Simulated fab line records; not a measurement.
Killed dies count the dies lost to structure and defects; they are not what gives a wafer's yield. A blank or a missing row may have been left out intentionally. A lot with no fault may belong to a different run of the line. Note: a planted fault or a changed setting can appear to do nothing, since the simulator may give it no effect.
Split-lot experiment    flow n5-finfet    route with 1938 steps; 7 lots, 39 wafers read

## THE SPLIT ITSELF
At N5_BEOL_M13_TRENCH_ETCH_34 (etches SiOC in C4F8/O2/Ar, target depth 413.47 nm, time 162.6 s), the setting time-s was moved away from the recipe's 162.6 s on 15 of the 39 wafers read, by -39.0% to +43.5%. The other wafers ran this setting at the recipe's value.

## FROM THE SPLIT TO THE READING: what the file shows between them, 10 steps
- N5_BEOL_M13_STRIP_70: strips in C4F8/O2/Ar
- N5_BEOL_M13_OCD_MEAS_35
- N5_BEOL_M13_STRIP_37: strips in N2/H2
- N5_BEOL_M13_ETCH_38: etches SiCN in CF4/N2, target depth 67.5 nm, time 71.9 s
- N5_BEOL_M13_ECD_47: material Cu, target thk 936 nm
- N5_BEOL_M13_ANNEAL_48: time 90 s
- N5_BEOL_M13_CMP_49: polishes, stops on SiOC, t overpolish 17.1 s, target thk 420 nm
- N5_BEOL_M13_THK_MEAS_50: measures by xrf
- N5_BEOL_M13_PRE_CLEAN_52: time 15 s
- N5_BEOL_M13_DEP_53: deposits SiCN from 3MS/NH3, target thk 50 nm, time 17.8 s

## THE READING
M13_RS, in ohm/sq, at N5_BEOL_M13_RS_MEAS_54 (measures by four-point-probe). Typical for fault-free wafers on this fab line: 0.0451 ohm/sq, with standard deviation 0.001 ohm/sq.

wafer   tool, chamber at the split  time-s as run, s  against the recipe  M13_RS, ohm/sq  against lot-mates on the recipe
L080.1  rie-diel-02, 2              162.6             recipe              0.0425          -
L080.2  rie-diel-02, 1              162.6             recipe              0.0456          -
L080.3  rie-diel-02, 3              162.6             recipe              0.0459          -
L080.4  rie-diel-02, 0              233.3             +43.5%              0.0308          -0.0139
L080.5  rie-diel-02, 0              233.3             +43.5%              0.0307          -0.0140
L080.6  rie-diel-02, 1              233.3             +43.5%              0.0317          -0.0130
L082.1  rie-diel-01, 3              162.6             recipe              0.0454          -
L082.2  rie-diel-01, 0              162.6             recipe              0.0445          -
L082.3  rie-diel-01, 2              195.5             +20.2%              0.0384          -0.0069
L082.4  rie-diel-01, 1              195.5             +20.2%              0.0374          -0.0079
L082.5  rie-diel-01, 2              162.6             recipe              0.0459          -
L082.6  rie-diel-01, 3              195.5             +20.2%              0.0379          -0.0074
L083.1  rie-diel-03, 3              162.6             recipe              0.0453          -
L083.2  rie-diel-03, 0              162.6             recipe              0.0459          -
L083.5  rie-diel-03, 1              162.6             recipe              0.0440          -
L085.1  rie-diel-02, 2              162.6             recipe              0.0434          -
L085.2  rie-diel-02, 3              162.6             recipe              0.0468          -
L085.3  rie-diel-02, 0              162.6             recipe              0.0448          -
L085.4  rie-diel-02, 1              130.8             -19.6%              0.0571          +0.0121
L085.5  rie-diel-02, 1              130.8             -19.6%              0.0572          +0.0122
L085.6  rie-diel-02, 0              130.8             -19.6%              0.0553          +0.0103
L088.1  rie-diel-03, 2              162.6             recipe              0.0456          -
L088.2  rie-diel-03, 1              162.6             recipe              0.0445          -
L088.3  rie-diel-03, 0              162.6             recipe              0.0463          -
L088.4  rie-diel-03, 1              162.6             recipe              0.0448          -
L088.5  rie-diel-03, 0              162.6             recipe              0.0469          -
L088.6  rie-diel-03, 2              162.6             recipe              0.0452          -
L091.1  rie-diel-01, 3              162.6             recipe              0.0468          -
L091.2  rie-diel-01, 1              99.22             -39.0%              0.0758          +0.0298
L091.3  rie-diel-01, 2              162.6             recipe              0.0463          -
L091.4  rie-diel-01, 0              162.6             recipe              0.0448          -
L091.5  rie-diel-01, 0              99.22             -39.0%              0.0739          +0.0279
L091.6  rie-diel-01, 1              99.22             -39.0%              0.0750          +0.0290
L092.1  rie-diel-01, 0              226               +39.0%              0.0316          -0.0137
L092.2  rie-diel-01, 3              162.6             recipe              0.0460          -
L092.3  rie-diel-01, 2              162.6             recipe              0.0456          -
L092.4  rie-diel-01, 1              226               +39.0%              0.0324          -0.0129
L092.5  rie-diel-01, 1              226               +39.0%              0.0323          -0.0130
L092.6  rie-diel-01, 0              162.6             recipe              0.0443          -

FIT RESULTS
A straight line over all 39 wafers: M13_RS changes by -0.00048 ohm/sq for each +1% of time-s; r = -0.94; the points scatter about the line by 0.0036 ohm/sq.
The same after taking each lot's own level away (the mean of its wafers on the recipe; 39 wafers): -0.000472 ohm/sq for each +1%; r = -0.94; scatter 0.0035 ohm/sq.
On that fit, the largest move of time-s shifts the reading by 0.021 ohm/sq.
The span of the lots' own levels, 0.04467 to 0.04597 ohm/sq, comes to 1.3 times the standard deviation stated above.
So the lot-to-lot level changes the slope little: the two slopes agree.
Check: -0.0191 ohm/sq against its lot-mates is what the line predicts for one of the wafers moved furthest among these (+43.5%) when that wafer is left out of the fit. Against them it came out at -0.0139 ohm/sq.

## THE WHOLE CHAIN: every reading that the file lists as answering this split, in the file's order
step                        what it does                                                     reading                                                                        change (the file's fit)                r (the file's)
N5_BEOL_M13_TRENCH_ETCH_34  etches SiOC in C4F8/O2/Ar, target depth 413.47 nm, time 162.6 s  etch.depth-nm (the simulator's own value, which no gauge read)                 +4.12 nm for each +1% of the setting   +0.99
N5_BEOL_M13_OCD_MEAS_35                                                                      trench-depth-nm                                                                +4.11 nm for each +1% of the setting   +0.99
N5_BEOL_M13_CMP_49          polishes, stops on SiOC, t overpolish 17.1 s, target thk 420 nm  Cu_of_BEOL_M13_ECD_47.thk-nm (the simulator's own value, which no gauge read)  +4.1 nm for each +1% of the setting    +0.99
N5_BEOL_M13_THK_MEAS_50     measures by xrf                                                  M13_THK                                                                        +4.08 for each +1% of the setting      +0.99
N5_BEOL_M13_RS_MEAS_54      measures by four-point-probe                                     M13_RS                                                                         -0.000456 for each +1% of the setting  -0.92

## FILE'S OWN FIT
M13_RS changes by -0.000456 ohm/sq for each +1% of time-s, r = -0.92.
